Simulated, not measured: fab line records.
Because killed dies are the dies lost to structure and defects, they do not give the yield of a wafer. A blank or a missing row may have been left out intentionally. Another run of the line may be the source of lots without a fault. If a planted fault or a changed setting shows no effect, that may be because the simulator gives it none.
The tool behind it: which one? ; flow nandHarc ; 13 lots with 39 wafers sampled at 5 steps, on a route of 1302 steps

## WHAT EACH GAUGE READ, for each wafer
NHARC_P_M0_OVL_MEAS_10: pitch 180 nm. Usual: overlayXNm -0.1 nm, standard deviation 1; overlayYNm 0.0 nm, standard deviation 0.78.
lot;measured;on;overlayXNm (nm);overlayYNm (nm);flag
L595;day 5 20:37;overlay-01;-0.9 -1.4 -1.1;-0.2 -0.2 -0.3;
L598;day 7 07:34;overlay-01;0.0 -0.2 0.1;0.8 0.8 0.7;
L599;day 7 15:56;overlay-02;-0.5 -0.5 0.3;-1.5 -1.3 -1.2;
L601;day 8 16:56;overlay-01;0.6 1.1 1.2;1.5 1.5 1.5;
L603;day 9 10:47;overlay-02;-1.7 -1.9 -1.8;0.0 -0.5 -0.2;
L606;day 10 16:07;overlay-01;-0.5 -0.1 -0.8;-0.7 -0.1 -0.3;
L605;day 10 16:23;overlay-02;-0.5 -0.1 -1.0;-0.4 -0.3 -0.9;
L607;day 11 02:44;overlay-02;1.0 0.5 0.4;1.3 1.7 1.2;
L609;day 11 23:50;overlay-01;2.3 1.7 1.7;-1.0 -0.9 -0.8;
L610;day 12 12:07;overlay-02;1.2 0.7 1.0;0.4 1.3 0.9;
L617;day 15 08:20;overlay-02;1.3 1.7 1.3;-0.1 0.0 -0.6;

NHARC_END_SORT_01. Usual: killedAtArray 55, standard deviation 20; killedAtOther 1.1, standard deviation 1.2; killedAtPeriphery 3.8, standard deviation 2.8; killedDies 60, standard deviation 19; killedOpen 3.4, standard deviation 1.9; killedShort 2.2, standard deviation 1.5.
lot;measured;on;killedAtArray;killedAtOther;killedAtPeriphery;killedDies;killedOpen;killedShort;flag
L595;day 23 19:10;prober-01;40 55 46;1 2 2;4 2 3;45 59 51;4 2 2;2 3 2;
L598;day 24 23:22;prober-01;61 49 58;0 0 0;10 6 12;71 55 70;6 4 7;2 3 3;
L599;day 25 16:16;prober-01;61 70 61;0 0 0;4 3 1;65 73 62;3 3 3;3 3 1;
L601;day 27 17:07;prober-01;51 65 60;1 1 1;4 5 3;56 71 64;4 7 4;1 1 1;
L603;day 27 09:13;prober-01;104 82 108;0 1 1;3 2 0;107 85 109;1 4 5;4 2 1;
L606;day 28 14:54;prober-02;58 52 46;1 1 2;3 6 10;62 59 58;3 1 6;4 3 4;
L605;day 29 11:46;prober-02;37 31 49;0 1 1;5 3 5;42 35 55;4 5 6;2 0 4;
L607;day 29 21:49;prober-01;26 21 20;1 0 0;1 2 5;28 23 25;3 4 2;3 3 1;
L609;day 30 23:10;prober-02;52 43 38;1 0 5;9 1 2;62 44 45;2 0 0;3 4 2;
L610;day 30 09:19;prober-02;79 75 81;0 0 0;4 6 0;83 81 81;4 3 1;2 0 2;
L613;day 32 15:43;prober-01;46 59 46;2 1 0;629 617 631;677 677 677;3 5 3;3 2 1;OFF
L616;day 32 23:50;prober-02;36 40 46;0 0 0;641 637 631;677 677 677;2 6 5;0 2 3;OFF
L617;day 33 13:15;prober-02;29 20 17;1 0 1;5 4 2;35 24 20;7 3 5;3 4 2;

## WHICH TOOL RAN EACH LOT (tool, then ch and the chambers of the sampled wafers, then the start)
lot;NHARC_P_CONTACT_CMP_01;NHARC_P_CONTACT_ETCH_18;NHARC_P_CONTACT_ALD_22
L595;cmp-01 ch 0,1,3, day 5 15:35;rieDiel-13 ch 0,1,3, day 5 18:29 or earlier;aldMetal-02 ch 1,2,3, day 5 18:29
L598;cmp-01 ch 0,1,2, day 7 02:32;rieDiel-13 ch 1,2, day 7 05:20 or earlier;aldMetal-03 ch 1,2,3, day 7 05:20
L599;cmp-03 ch 0,1,3, day 7 11:07;rieDiel-03 ch 0,2,3, day 7 13:50 or earlier;aldMetal-04 ch 1,3, day 7 13:50
L601;cmp-04 ch 1,2,3, day 8 12:01;rieDiel-13 ch 1,2,3, day 8 14:42 or earlier;aldMetal-03 ch 0,1,2, day 8 14:42
L603;cmp-04 ch 1,2, day 9 05:41;rieDiel-02 ch 0,1, day 9 08:32 or earlier;aldMetal-02 ch 1,3, day 9 08:32
L606;cmp-04 ch 1,2,3, day 10 10:53;rieDiel-03 ch 0,1,3, day 10 13:44 or earlier;aldMetal-02 ch 0,1,2, day 10 13:44
L605;cmp-03 ch 0,3, day 10 11:16;rieDiel-13 ch 2,3, day 10 14:07 or earlier;aldMetal-04 ch 0,1, day 10 14:07
L607;cmp-01 ch 1,2, day 10 21:41;rieDiel-02 ch 0,1, day 11 00:29 or earlier;aldMetal-04 ch 1,2, day 11 00:29
L609;cmp-03 ch 0,2,3, day 11 18:55;rieDiel-02 ch 1,2,3, day 11 21:38 or earlier;aldMetal-03 ch 0,1,3, day 11 21:38
L610;cmp-03 ch 1,2,3, day 12 07:04;rieDiel-03 ch 0,1,3, day 12 09:52 or earlier;aldMetal-03 ch 2,3, day 12 09:52
L613;cmp-03 ch 0,1,2, day 13 12:16;rieDiel-02 ch 1,2,3, day 13 15:07 or earlier;aldMetal-03 ch 1,2,3, day 13 15:07
L616;cmp-03 ch 1,2,3, day 14 11:42;rieDiel-02 ch 0,1, day 14 14:25 or earlier;aldMetal-03 ch 0,1,3, day 14 14:25
L617;cmp-04 ch 0,1,2, day 15 03:32;rieDiel-13 ch 0,2,3, day 15 06:14 or earlier;aldMetal-02 ch 0,2, day 15 06:14
- NHARC_P_CONTACT_CMP_01: polishes SiO2, target thk 200 nm.
- NHARC_P_CONTACT_ETCH_18: etches the open film in C4F8/O2/Ar, target depth 481 nm, time 240.5 s.
- NHARC_P_CONTACT_ALD_22: deposits TiN, target thk 3 nm, pulse time 1 s, ald cycles 150.

## WHAT THE TOOLS THEMSELVES READ (means of the sampled wafers that have a number; where no wafer has one, the mark that the record gives instead)
NHARC_P_CONTACT_CMP_01. Usual: motorCurrentA 11.7 A, standard deviation 1.1.
lot;tool;motorCurrentA (A);flag
L595;cmp-01;10.6;
L598;cmp-01;11.0;
L599;cmp-03;12.2;
L601;cmp-04;12.2;
L603;cmp-04;11.3;
L606;cmp-04;12.4;
L605;cmp-03;12.5;
L607;cmp-01;11.0;
L609;cmp-03;12.1;
L610;cmp-03;11.7;
L613;cmp-03;11.5;
L616;cmp-03;11.7;
L617;cmp-04;11.9;

NHARC_P_CONTACT_ETCH_18. Usual: oesProductAu 0.962 a.u., standard deviation 0.021; rfVppV 976 V, standard deviation 4.8.
lot;tool;oesProductAu (a.u.);rfVppV (V);flag
L595;rieDiel-13;0.954;979;
L598;rieDiel-13;0.982;978;
L599;rieDiel-03;0.958;972;
L601;rieDiel-13;0.984;977;
L603;rieDiel-02;0.956;979;
L606;rieDiel-03;0.960;971;
L605;rieDiel-13;0.977;974;
L607;rieDiel-02;0.977;975;
L609;rieDiel-02;0.962;976;
L610;rieDiel-03;0.965;972;
L613;rieDiel-02;0.945;975;
L616;rieDiel-02;0.923;974;
L617;rieDiel-13;0.976;976;

NHARC_P_CONTACT_ALD_22. Usual: heaterPowerW 1074 W, standard deviation 76; precursorPulseHeightRel 0.998, standard deviation 0.021; susceptorTempC 450.00 C, standard deviation 0.24.
lot;tool;heaterPowerW (W);precursorPulseHeightRel;susceptorTempC (C);flag
L595;aldMetal-02;1067;0.986;449.88;
L598;aldMetal-03;1065;0.989;450.09;
L599;aldMetal-04;1143;1.002;450.05;
L601;aldMetal-03;1037;0.991;450.30;
L603;aldMetal-02;1008;0.997;449.86;
L606;aldMetal-02;1071;0.983;450.43;
L605;aldMetal-04;1044;1.010;449.83;
L607;aldMetal-04;1151;1.006;450.02;
L609;aldMetal-03;1002;0.974;449.88;
L610;aldMetal-03;1046;1.018;449.99;
L613;aldMetal-03;1043;0.995;449.88;
L616;aldMetal-03;1011;0.988;450.07;
L617;aldMetal-02;1080;0.994;450.14;

## THE ANSWER, worked out from the rows above alone
Rule: a lot counts as off when the mean over its wafers that have a number is more than 3 standard deviations away from the usual mean. A lot without any number at a reading at which 4 lots or more have one is off too. All remaining lots with rows at the step are treated as sound. First the gauges in route order, then the tools' own readings, where a lot's mean is used as printed above. The first step at which some lot is off is used, and at that step the reading that is off furthest; a lot without a number counts as furthest.
Off: L613, L616 (NHARC_END_SORT_01, killedAtPeriphery).
If a tool, at a process step before that reading, ran all the lots that are off and no sound lot after the first of them, it fits. Those tools and the gauges at NHARC_END_SORT_01 are tried in the same way. NHARC_P_CONTACT_ETCH_18: start missing for some lots; hours and lot order therefore follow NHARC_P_CONTACT_ALD_22. Can't be told from this: 3 tools fit, cmp-03 at NHARC_P_CONTACT_CMP_01, rieDiel-02 at NHARC_P_CONTACT_ETCH_18, aldMetal-03 at NHARC_P_CONTACT_ALD_22.

## WHAT THE SIMULATOR PUT IN
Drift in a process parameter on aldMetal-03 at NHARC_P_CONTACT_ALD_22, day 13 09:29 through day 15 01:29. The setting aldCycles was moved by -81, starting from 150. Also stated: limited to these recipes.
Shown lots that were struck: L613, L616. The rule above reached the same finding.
